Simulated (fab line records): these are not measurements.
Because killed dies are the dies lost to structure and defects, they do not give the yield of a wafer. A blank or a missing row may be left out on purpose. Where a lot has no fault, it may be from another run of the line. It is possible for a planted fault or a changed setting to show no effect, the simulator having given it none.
fab line records -- flow n5Finfet
record lots=7, wafers=21
route steps=1938 shown ZERO_LAYER@4 WELL_APT@21 FIN_SAQP@109 FIN_CUT@173 DUMMY_GATE@228 SD_EPI_N@262
startH: hours from the record's opening day to when the first of the lot's shown wafers began -- waitH: hours from the lot's prior step to this one -- " the same as in the row above -- L1.1+2: several wafers, shown together as one row -- - either no value or no given start -- * or withheld: withheld -- < > ~ a bound
route shown NAME@n: NAME is a module with steps in the file, n the number in the route of the first one -- usual: mean and standard deviation over wafers with no fault -- same: alike in all rows -- chamber/n: place in a boat -- sites: readings site by site -- _std_site: standard deviation of those values -- _edge_site: the outer-site mean with the inner-site mean subtracted -- radiusMm: for every site, how far away it sits from the centre of the wafer -- mask NAME#n: copy n -- behind: the tool/chamber that last shaped the wafer -- hold: why the lot went on hold/how many hours it stayed there/how the hold came to an end -- device: transistor that didn't switch, given as n, p or np -- end of line: the same wafers' tests at the end of the route -- where a step has no rows: the recipe by itself -- killed: not the wafer's yield, but the dies lost to structure and defects at the first sort -- map: per-die view of a wafer (x killed, . not killed, _ where there is no die)
set.NAME: the setting the step ran with; set.NAME@STEP: the setting that earlier step ran with -- model.NAME: the simulator's own value behind a step, which no gauge read
lots with deliberately changed settings; one table per step, one row per wafer
## steps
# step N5_ZERO_LAYER_PECVD_02
# recipe material=SiO2, targetThkA=100, tempC=400, precursor=SiH4/N2O, pressureTorr=0.75, rfW=275, timeS=6
lot.wafer,tool,chamber,startH,waitH,set.timeS,model.SiO2_of_ZERO_LAYER_PECVD_02.thkNm
L075.1,pecvd-01,2,18.28,0.0,6.367,10.57
L075.2,pecvd-01,1,18.28,0.0,6,10.04
L075.4,pecvd-01,1,18.28,0.0,6.367,10.95
L076.1,pecvd-01,1,24.28,0.0,6,10.09
L076.2,pecvd-01,0,24.28,0.0,6.733,11.09
L076.5,pecvd-01,1,24.28,0.0,6,10.22
L079.3,pecvd-03,0,42.28,0.0,6,9.975
L079.4,pecvd-03,1,42.28,0.0,6,10.33
L079.5,pecvd-03,2,42.28,0.0,6,10.16
L080.2,pecvd-03,0,48.28,0.0,6,9.927
L080.3,pecvd-03,2,48.28,0.0,6,9.913
L080.5,pecvd-03,2,48.28,0.0,6,10.28
L089.2,pecvd-01,0,102.29,0.0,6.352,10.75
L089.3,pecvd-01,1,102.29,0.0,6.352,10.79
L089.6,pecvd-01,2,102.29,0.0,6.352,10.89
L092.1,pecvd-04,0,120.28,0.0,6,9.655
L092.3,pecvd-04,1,120.28,0.0,6,9.523
L092.4,pecvd-04,1,120.28,0.0,6,9.822
L097.2,pecvd-01,0,150.29,0.0,5.389,8.942
L097.5,pecvd-01,1,150.29,0.0,6,10.36
L097.6,pecvd-01,2,150.29,0.0,5.389,9.018
# step N5_WELL_APT_COAT_02
# recipe spinRpm=1357, resistThkNm=950
lot.wafer,tool,chamber,startH,waitH,set.spinRpm,model.coat_of_WELL_APT_COAT_02.thkNm
L075.1,lithoTrack-05,0,-,-,1357,951.4
L075.2,lithoTrack-05,0,-,-,1357,952.6
L075.4,lithoTrack-05,0,-,-,1357,951.7
L076.1,lithoTrack-05,0,-,-,1357,951.7
L076.2,lithoTrack-05,0,-,-,1357,952.8
L076.5,lithoTrack-05,0,-,-,1357,951.5
L079.3,lithoTrack-02,0,-,-,1357,946.4
L079.4,lithoTrack-02,0,-,-,1357,946.2
L079.5,lithoTrack-02,0,-,-,1357,944.3
L080.2,lithoTrack-02,0,-,-,1357,952.8
L080.3,lithoTrack-02,0,-,-,1218,1006
L080.5,lithoTrack-02,0,-,-,1357,953.2
L089.2,lithoTrack-03,0,-,-,1402,935.3
L089.3,lithoTrack-03,0,-,-,1357,953.1
L089.6,lithoTrack-03,0,-,-,1357,951.5
L092.1,lithoTrack-02,0,-,-,1357,950.9
L092.3,lithoTrack-02,0,-,-,1357,950.6
L092.4,lithoTrack-02,0,-,-,1357,951.1
L097.2,lithoTrack-03,0,-,-,1211,1005
L097.5,lithoTrack-03,0,-,-,1211,1004
L097.6,lithoTrack-03,0,-,-,1211,1000
# step N5_FIN_SAQP_PEB_14
# recipe pebTempC=withheld, pebTimeS=60, resist=CAR-ArF
lot.wafer,tool,chamber,startH,waitH,set.pebTimeS
L075.1+2+4,lithoTrack-05,0,28.64,0.1,60
L076.1,lithoTrack-03,0,33.04,0.1,46.99
L076.2+5,lithoTrack-03,0,33.04,0.1,60
L079.3+4,lithoTrack-05,0,51.36,0.0,67.95
L079.5,lithoTrack-05,0,51.36,0.0,60
L080.2,lithoTrack-03,0,58.98,0.0,51.76
L080.3+5,lithoTrack-03,0,58.98,0.0,60
L089.2+3+6,lithoTrack-05,0,111.83,0.0,60
L092.1+3+4,lithoTrack-04,0,129.17,0.1,60
L097.2+6,lithoTrack-04,0,159.84,0.0,60
L097.5,lithoTrack-04,0,159.84,0.0,50.28
# step N5_FIN_SAQP_DEVELOP_15
# recipe developTimeS=30, developer=TMAH, resist=CAR-ArF, devTempC=23, rinseLiquid=diw, dry=airSpin
# step N5_FIN_SAQP_CD_MEAS_16
# recipe targetCdNm=35.6, landingEnergyEv=500, detector=seInlens
# usual cdNm=35.50/0.29
lot.wafer,tool,chamber,startH,waitH,set.pebTimeS@FIN_SAQP_PEB_14,cdNm
L075.1,cdSem-02,0,28.70,-,60,35.55
L075.2,cdSem-02,0,28.70,-,60,35.67
L075.4,cdSem-02,0,28.70,-,60,35.20
L076.1,cdSem-03,0,33.11,-,46.99,39.60
L076.2,cdSem-03,0,33.11,-,60,35.46
L076.5,cdSem-03,0,33.11,-,60,35.32
L079.3,cdSem-03,0,51.43,-,67.95,33.54
L079.4,cdSem-03,0,51.43,-,67.95,33.56
L079.5,cdSem-03,0,51.43,-,60,34.93
L080.2,cdSem-03,0,59.05,-,51.76,37.22
L080.3,cdSem-03,0,59.05,-,60,35.24
L080.5,cdSem-03,0,59.05,-,60,34.93
L089.2,cdSem-01,0,111.90,-,60,35.60
L089.3,cdSem-01,0,111.90,-,60,35.22
L089.6,cdSem-01,0,111.90,-,60,35.75
L092.1,cdSem-02,0,129.23,-,60,35.44
L092.3,cdSem-02,0,129.23,-,60,35.28
L092.4,cdSem-02,0,129.23,-,60,35.69
L097.2,cdSem-03,0,159.91,-,60,35.37
L097.5,cdSem-03,0,159.91,-,50.28,38.07
L097.6,cdSem-03,0,159.91,-,60,35.80
# step N5_FIN_CUT_CUT_ETCH_26
# recipe chemistry=CH3F/O2, target=SiNx, targetDepthA=390, maskMaterial=SOC, timeS=55.7, pressureMtorr=30, sourceW=395, biasW=73, Ar_flow_sccm=150, CH3F_flow_sccm=30, O2_flow_sccm=20, ionEnergyEv=120
lot.wafer,tool,chamber,startH,waitH,set.timeS,model.etch.depthNm,model.SOC_of_FIN_CUT_COAT_18.thkNm
L075.1,rieDiel-03,1,36.80,0.0,55.7,38.69,212.6
L075.2,rieDiel-03,3,36.80,0.0,55.7,38.95,211.4
L075.4,rieDiel-03,2,36.80,0.0,55.7,37.97,211.8
L076.1,rieDiel-06,0,39.20,0.0,55.7,39.04,210.4
L076.2,rieDiel-06,3,39.20,0.0,55.7,39.31,210.2
L076.5,rieDiel-06,1,39.20,0.0,52.2,35.84,212.2
L079.3,rieDiel-03,1,56.66,0.0,45.55,31.52,214.6
L079.4,rieDiel-03,2,56.66,0.0,55.7,37.81,211.6
L079.5,rieDiel-03,0,56.66,0.0,45.55,31.17,214.8
L080.2,rieDiel-06,3,64.57,0.0,55.7,39.13,212.2
L080.3,rieDiel-06,1,64.57,0.0,55.7,37.74,212.8
L080.5,rieDiel-06,3,64.57,0.0,43.29,30.41,216.6
L089.2,rieDiel-06,2,118.17,0.0,65.33,46.53,208.6
L089.3,rieDiel-06,1,118.17,0.0,65.33,45.25,209.2
L089.6,rieDiel-06,0,118.17,0.0,55.7,39.02,212.6
L092.1,rieDiel-01,2,135.04,0.0,55.7,39.03,211.2
L092.3,rieDiel-01,1,135.04,0.0,55.7,39.17,211.4
L092.4,rieDiel-01,0,135.04,0.0,55.7,39.7,211.4
L097.2,rieDiel-01,1,165.22,0.0,55.7,39.73,211.4
L097.5,rieDiel-01,1,165.22,0.0,55.7,39.22,211.4
L097.6,rieDiel-01,0,165.22,0.0,50.86,36.4,212.4
# step N5_FIN_CUT_CUT_ETCH_27
# recipe chemistry=CHF3/O2, target=SiO2, targetDepthA=40, maskMaterial=SOC, overetchA=20, timeS=4.9, pressureMtorr=30, sourceW=650, biasW=170, Ar_flow_sccm=200, CHF3_flow_sccm=50, O2_flow_sccm=5, ionEnergyEv=200
lot.wafer,tool,chamber,startH,waitH,set.timeS@FIN_CUT_CUT_ETCH_26,model.SOC_of_FIN_CUT_COAT_18.thkNm
L075.1,rieDiel-03,1,36.85,0.0,55.7,208.8
L075.2,rieDiel-03,3,36.85,0.0,55.7,207.6
L075.4,rieDiel-03,2,36.85,0.0,55.7,208.2
L076.1,rieDiel-06,0,39.25,0.0,55.7,206.6
L076.2,rieDiel-06,3,39.25,0.0,55.7,206.4
L076.5,rieDiel-06,1,39.25,0.0,52.2,208.6
L079.3+5,rieDiel-03,"1,0",56.70,0.0,45.55,210.8
L079.4,rieDiel-03,2,56.70,0.0,55.7,207.8
L080.2,rieDiel-06,3,64.62,0.0,55.7,208.4
L080.3,rieDiel-06,1,64.62,0.0,55.7,209.2
L080.5,rieDiel-06,3,64.62,0.0,43.29,212.8
L089.2,rieDiel-06,2,118.21,0.0,65.33,204.6
L089.3,rieDiel-06,1,118.21,0.0,65.33,205.6
L089.6,rieDiel-06,0,118.21,0.0,55.7,208.8
L092.1+4,rieDiel-01,"2,0",135.09,0.0,55.7,207.4
L092.3,rieDiel-01,1,135.09,0.0,55.7,207.8
L097.2+5,rieDiel-01,1,165.27,0.0,55.7,207.6
L097.6,rieDiel-01,0,165.27,0.0,50.86,208.4
# step N5_DUMMY_GATE_EXPOSE_12
# recipe maskId=GATE, na=0.33, sourceShape=annular, sigmaInner=0.2, sigmaOuter=0.6, polarization=unpolarized, targetCdNm=25, doseMj=34
lot.wafer,tool,chamber,startH,waitH,mask,set.doseMj
L076.1+5,euvScanner-02,0,57.30,-,GATE#0,34
L076.2,euvScanner-02,0,57.30,-,GATE#0,35.27
L075.1+4,euvScanner-01,0,57.51,-,GATE#0,34
L075.2,euvScanner-01,0,57.51,-,GATE#0,32.22
L079.3+4,euvScanner-02,0,76.80,-,GATE#0,31.59
L079.5,euvScanner-02,0,76.80,-,GATE#0,34
L080.2,euvScanner-01,0,93.42,-,GATE#0,34
L080.3+5,euvScanner-01,0,93.42,-,GATE#0,32.33
L089.2+6,euvScanner-01,0,137.76,-,GATE#0,32.46
L089.3,euvScanner-01,0,137.76,-,GATE#0,34
L092.1+3+4,euvScanner-01,0,153.13,-,GATE#0,34
L097.2+6,euvScanner-01,0,183.88,-,GATE#0,36.3
L097.5,euvScanner-01,0,183.88,-,GATE#0,34
# step N5_DUMMY_GATE_PEB_13
# recipe pebTempC=100, pebTimeS=60, resist=CAR-EUV
# step N5_DUMMY_GATE_DEVELOP_14
# recipe developTimeS=30, developer=TMAH, resist=CAR-EUV, rinseLiquid=surfactantRinse, dry=airSpin, devTempC=23
# step N5_DUMMY_GATE_CD_MEAS_15
# recipe targetCdNm=25.8, landingEnergyEv=500, detector=seInlens
# usual cdNm=24.98/0.28
lot.wafer,tool,chamber,startH,waitH,set.doseMj@DUMMY_GATE_EXPOSE_12,cdNm
L076.1,cdSem-03,0,57.42,-,34,24.60
L076.2,cdSem-03,0,57.42,-,35.27,23.97
L076.5,cdSem-03,0,57.42,-,34,24.64
L075.1,cdSem-03,0,57.63,-,34,25.09
L075.2,cdSem-03,0,57.63,-,32.22,25.69
L075.4,cdSem-03,0,57.63,-,34,25.12
L079.3,cdSem-01,0,76.92,-,31.59,26.33
L079.4,cdSem-01,0,76.92,-,31.59,26.15
L079.5,cdSem-01,0,76.92,-,34,25.07
L080.2,cdSem-01,0,93.54,-,34,25.03
L080.3,cdSem-01,0,93.54,-,32.33,25.81
L080.5,cdSem-01,0,93.54,-,32.33,25.69
L089.2,cdSem-03,0,137.88,-,32.46,25.88
L089.3,cdSem-03,0,137.88,-,34,25.02
L089.6,cdSem-03,0,137.88,-,32.46,25.89
L092.1,cdSem-02,0,153.26,-,34,25.47
L092.3,cdSem-02,0,153.26,-,34,25.15
L092.4,cdSem-02,0,153.26,-,34,25.16
L097.2,cdSem-02,0,184.00,-,36.3,24.18
L097.5,cdSem-02,0,184.00,-,34,24.84
L097.6,cdSem-02,0,184.00,-,36.3,23.93
# step N5_DUMMY_GATE_DESCUM_20
# recipe chemistry=O2, timeS=6.2, sourcePowerW=50, biasPowerW=20, pressureMtorr=20, rfFrequencyHz=2.712e+07, tempC=40, resist=CAR-EUV, o2FlowSccm=225
lot.wafer,tool,chamber,startH,waitH,set.timeS,model.CAR-EUV_of_DUMMY_GATE_COAT_09.thkNm
L076.1,rieDiel-03,0,57.57,0.0,6.2,26.6
L076.2,rieDiel-03,1,57.57,0.0,6.2,26.4
L076.5,rieDiel-03,1,57.57,0.0,5.314,26.8
L075.1+2,rieDiel-06,"0,3",57.77,0.0,5.827,26.6
L075.4,rieDiel-06,1,57.77,0.0,6.2,26.6
L079.3+4,rieDiel-06,"0,3",77.18,0.2,6.2,26.6
L079.5,rieDiel-06,0,77.18,0.2,5.134,27.2
L080.2+5,rieDiel-06,"3,0",93.67,0.0,6.2,26.6
L080.3,rieDiel-06,0,93.67,0.0,6.786,26.2
L089.2,rieDiel-06,2,138.40,0.4,5.761,26.6
L089.3,rieDiel-06,0,138.40,0.4,5.761,26.8
L089.6,rieDiel-06,2,138.40,0.4,6.2,26.4
L092.1+4,rieDiel-03,"2,0",153.39,0.0,6.2,26.6
L092.3,rieDiel-03,3,153.39,0.0,6.2,26.8
L097.2+5,rieDiel-01,"1,3",184.13,0.0,6.877,26.2
L097.6,rieDiel-01,2,184.13,0.0,6.2,26.4
# step N5_SD_EPI_N_COAT_32
# recipe resist=SOC, tempC=250, timeS=60, spinRpm=1500, resistThkNm=350
lot.wafer,tool,chamber,startH,waitH,set.spinRpm,model.SOC_of_SD_EPI_N_COAT_32.thkNm
L076.1,lithoTrack-02,0,59.35,0.0,1500,350.8
L076.2,lithoTrack-02,0,59.35,0.0,1500,350
L076.5,lithoTrack-02,0,59.35,0.0,1500,349.6
L075.1+2,lithoTrack-03,0,59.58,0.0,1500,351.4
L075.4,lithoTrack-03,0,59.58,0.0,1500,351.2
L079.3,lithoTrack-05,0,79.75,0.0,1500,349.8
L079.4,lithoTrack-05,0,79.75,0.0,1446,357.4
L079.5,lithoTrack-05,0,79.75,0.0,1446,356.8
L080.2,lithoTrack-03,0,95.62,0.0,1500,351.4
L080.3,lithoTrack-03,0,95.62,0.0,1500,350.4
L080.5,lithoTrack-03,0,95.62,0.0,1415,359.2
L089.2,lithoTrack-05,0,140.34,0.0,1500,348.6
L089.3,lithoTrack-05,0,140.34,0.0,1602,338.4
L089.6,lithoTrack-05,0,140.34,0.0,1602,337.4
L092.1,lithoTrack-03,0,155.23,0.0,1500,349.8
L092.3,lithoTrack-03,0,155.23,0.0,1500,349.6
L092.4,lithoTrack-03,0,155.23,0.0,1500,349
L097.2,lithoTrack-02,0,188.12,0.0,1500,350.6
L097.5,lithoTrack-02,0,188.12,0.0,1500,352
L097.6,lithoTrack-02,0,188.12,0.0,1500,351.2
# step N5_SD_EPI_N_PEB_07
# recipe pebTempC=110, pebTimeS=60, resist=CAR-ArF-block
lot.wafer,tool,chamber,startH,waitH,set.pebTimeS
L076.1+2,lithoTrack-05,0,59.65,0.1,60
L076.5,lithoTrack-05,0,59.65,0.1,71.27
L075.1,lithoTrack-02,0,59.88,0.1,69.74
L075.2+4,lithoTrack-02,0,59.88,0.1,60
L079.3,lithoTrack-03,0,80.05,0.0,60
L079.4+5,lithoTrack-03,0,80.05,0.0,65.61
L080.2+3+5,lithoTrack-02,0,95.92,0.0,60
L089.2,lithoTrack-05,0,140.64,0.0,71.15
L089.3+6,lithoTrack-05,0,140.64,0.0,60
L092.1+3+4,lithoTrack-05,0,155.40,0.1,60
L097.2+6,lithoTrack-05,0,188.42,0.0,71.01
L097.5,lithoTrack-05,0,188.42,0.0,60
# step N5_SD_EPI_N_DEVELOP_08
# recipe developTimeS=30, developer=TMAH, resist=CAR-ArF-block, devTempC=23, rinseLiquid=diw, dry=airSpin
# step N5_SD_EPI_N_CD_MEAS_09
# recipe targetCdNm=120, landingEnergyEv=500, detector=seInlens
# usual cdNm=119.8/0.7
lot.wafer,tool,chamber,startH,waitH,set.pebTimeS@SD_EPI_N_PEB_07,cdNm
L076.1,cdSem-02,0,59.72,-,60,121.0
L076.2,cdSem-02,0,59.72,-,60,119.6
L076.5,cdSem-02,0,59.72,-,71.27,126.1
L075.1,cdSem-02,0,59.95,-,69.74,123.7
L075.2,cdSem-02,0,59.95,-,60,119.1
L075.4,cdSem-02,0,59.95,-,60,119.1
L079.3,cdSem-01,0,80.12,-,60,119.8
L079.4,cdSem-01,0,80.12,-,65.61,123.1
L079.5,cdSem-01,0,80.12,-,65.61,122.2
L080.2,cdSem-02,0,95.99,-,60,119.0
L080.3,cdSem-02,0,95.99,-,60,120.4
L080.5,cdSem-02,0,95.99,-,60,119.5
L089.2,cdSem-01,0,140.71,-,71.15,126.2
L089.3,cdSem-01,0,140.71,-,60,119.4
L089.6,cdSem-01,0,140.71,-,60,120.6
L092.1,cdSem-03,0,155.47,-,60,118.2
L092.3,cdSem-03,0,155.47,-,60,119.8
L092.4,cdSem-03,0,155.47,-,60,118.6
L097.2,cdSem-02,0,188.49,-,71.01,125.3
L097.5,cdSem-02,0,188.49,-,60,119.0
L097.6,cdSem-02,0,188.49,-,71.01,125.3
# step N5_SD_EPI_N_DESCUM_14
# recipe chemistry=O2, timeS=7.9, sourcePowerW=50, biasPowerW=20, pressureMtorr=20, rfFrequencyHz=2.712e+07, tempC=40, resist=CAR-ArF-block, o2FlowSccm=225
lot.wafer,tool,chamber,startH,waitH,set.pebTimeS@SD_EPI_N_PEB_07,model.SD_EPI_N.cdNm
L076.1,rieDiel-02,0,59.81,0.0,60,120.8
L076.2,rieDiel-02,3,59.81,0.0,60,119.8
L076.5,rieDiel-02,0,59.81,0.0,71.27,126.2
L075.1,rieDiel-04,0,60.22,0.2,69.74,123.4
L075.2,rieDiel-04,2,60.22,0.2,60,119
L075.4,rieDiel-04,0,60.22,0.2,60,118.8
L079.3,rieDiel-02,0,80.33,0.2,60,119.8
L079.4,rieDiel-02,2,80.33,0.2,65.61,123
L079.5,rieDiel-02,0,80.33,0.2,65.61,122.2
L080.2+5,rieDiel-02,"3,0",96.07,0.0,60,119.2
L080.3,rieDiel-02,1,96.07,0.0,60,120.2
L089.2,rieDiel-02,1,140.80,0.0,71.15,125.6
L089.3,rieDiel-02,0,140.80,0.0,60,119.2
L089.6,rieDiel-02,0,140.80,0.0,60,120.6
L092.1+4,rieDiel-04,"3,2",155.58,0.1,60,118.8
L092.3,rieDiel-04,0,155.58,0.1,60,119.8
L097.2,rieDiel-04,2,188.57,0.0,71.01,125.2
L097.5,rieDiel-04,2,188.57,0.0,60,118.8
L097.6,rieDiel-04,3,188.57,0.0,71.01,125.4
# step N5_SD_EPI_N_ETCH_34
# recipe chemistry=CF4, target=SiARC, targetDepthA=455, maskMaterial=CAR-ArF-block, timeS=75.8, ionEnergyEv=80, pressureMtorr=40, sourceW=545, biasW=36, Ar_flow_sccm=100, cf4FlowSccm=100, ends=cleared
# step N5_SD_EPI_N_ETCH_35
# recipe chemistry=N2/H2, target=SOC, overetchA=1080, maskMaterial=SiARC, tempC=40, ionEnergyEv=100, sourceW=3000, biasW=133, pressureMtorr=20, timeS=486, n2FlowSccm=200, h2FlowSccm=200
lot.wafer,tool,chamber,startH,waitH,set.pebTimeS@SD_EPI_N_PEB_07,model.SD_EPI_N.cdNm
L076.1,rieDiel-02,0,59.90,0.0,60,121.8
L076.2,rieDiel-02,3,59.90,0.0,60,118.8
L076.5,rieDiel-02,0,59.90,0.0,71.27,127
L075.1,rieDiel-04,0,60.31,0.0,69.74,124
L075.2,rieDiel-04,2,60.31,0.0,60,119.2
L075.4,rieDiel-04,0,60.31,0.0,60,119.6
L079.3,rieDiel-02,0,80.43,0.0,60,121.6
L079.4,rieDiel-02,2,80.43,0.0,65.61,124.4
L079.5,rieDiel-02,0,80.43,0.0,65.61,123.2
L080.2,rieDiel-02,3,96.17,0.0,60,118.4
L080.3,rieDiel-02,1,96.17,0.0,60,120.6
L080.5,rieDiel-02,0,96.17,0.0,60,120.4
L089.2,rieDiel-02,1,140.89,0.0,71.15,124.8
L089.3,rieDiel-02,0,140.89,0.0,60,120.2
L089.6,rieDiel-02,0,140.89,0.0,60,122.4
L092.1,rieDiel-04,3,155.67,0.0,60,119.8
L092.3,rieDiel-04,0,155.67,0.0,60,120.4
L092.4,rieDiel-04,2,155.67,0.0,60,120.2
L097.2,rieDiel-04,2,188.67,0.0,71.01,125.4
L097.5,rieDiel-04,2,188.67,0.0,60,118.8
L097.6,rieDiel-04,3,188.67,0.0,71.01,125
## key
split step=N5_ZERO_LAYER_PECVD_02, setting=timeS, stated=6, by=wafer
response step=N5_ZERO_LAYER_PECVD_02, reading=model.SiO2_of_ZERO_LAYER_PECVD_02.thkNm, change=+0.103, per=1%, r=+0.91
split step=N5_WELL_APT_COAT_02, setting=spinRpm, stated=1357, by=wafer
response step=N5_WELL_APT_COAT_02, reading=model.coat_of_WELL_APT_COAT_02.thkNm, change=-5.18, per=1%, r=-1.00
split step=N5_FIN_SAQP_PEB_14, setting=pebTimeS, stated=60, by=wafer
response step=N5_FIN_SAQP_CD_MEAS_16, reading=cdNm, change=-0.163, per=1%, r=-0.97
split step=N5_FIN_CUT_CUT_ETCH_26, setting=timeS, stated=55.7, by=wafer
response step=N5_FIN_CUT_CUT_ETCH_26, reading=model.etch.depthNm, change=+0.373, per=1%, r=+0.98
response step=N5_FIN_CUT_CUT_ETCH_26, reading=model.SOC_of_FIN_CUT_COAT_18.thkNm, change=-0.187, per=1%, r=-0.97
response step=N5_FIN_CUT_CUT_ETCH_27, reading=model.SOC_of_FIN_CUT_COAT_18.thkNm, change=-0.183, per=1%, r=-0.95
split step=N5_DUMMY_GATE_EXPOSE_12, setting=doseMj, stated=34, by=wafer
response step=N5_DUMMY_GATE_CD_MEAS_15, reading=cdNm, change=-0.146, per=1%, r=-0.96
split step=N5_DUMMY_GATE_DESCUM_20, setting=timeS, stated=6.2, by=wafer
response step=N5_DUMMY_GATE_DESCUM_20, reading=model.CAR-EUV_of_DUMMY_GATE_COAT_09.thkNm, change=-0.0286, per=1%, r=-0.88
split step=N5_SD_EPI_N_COAT_32, setting=spinRpm, stated=1500, by=wafer
response step=N5_SD_EPI_N_COAT_32, reading=model.SOC_of_SD_EPI_N_COAT_32.thkNm, change=-1.6, per=1%, r=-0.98
split step=N5_SD_EPI_N_PEB_07, setting=pebTimeS, stated=60, by=wafer
response step=N5_SD_EPI_N_CD_MEAS_09, reading=cdNm, change=+0.318, per=1%, r=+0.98
response step=N5_SD_EPI_N_DESCUM_14, reading=model.SD_EPI_N.cdNm, change=+0.314, per=1%, r=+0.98
response step=N5_SD_EPI_N_ETCH_35, reading=model.SD_EPI_N.cdNm, change=+0.291, per=1%, r=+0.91
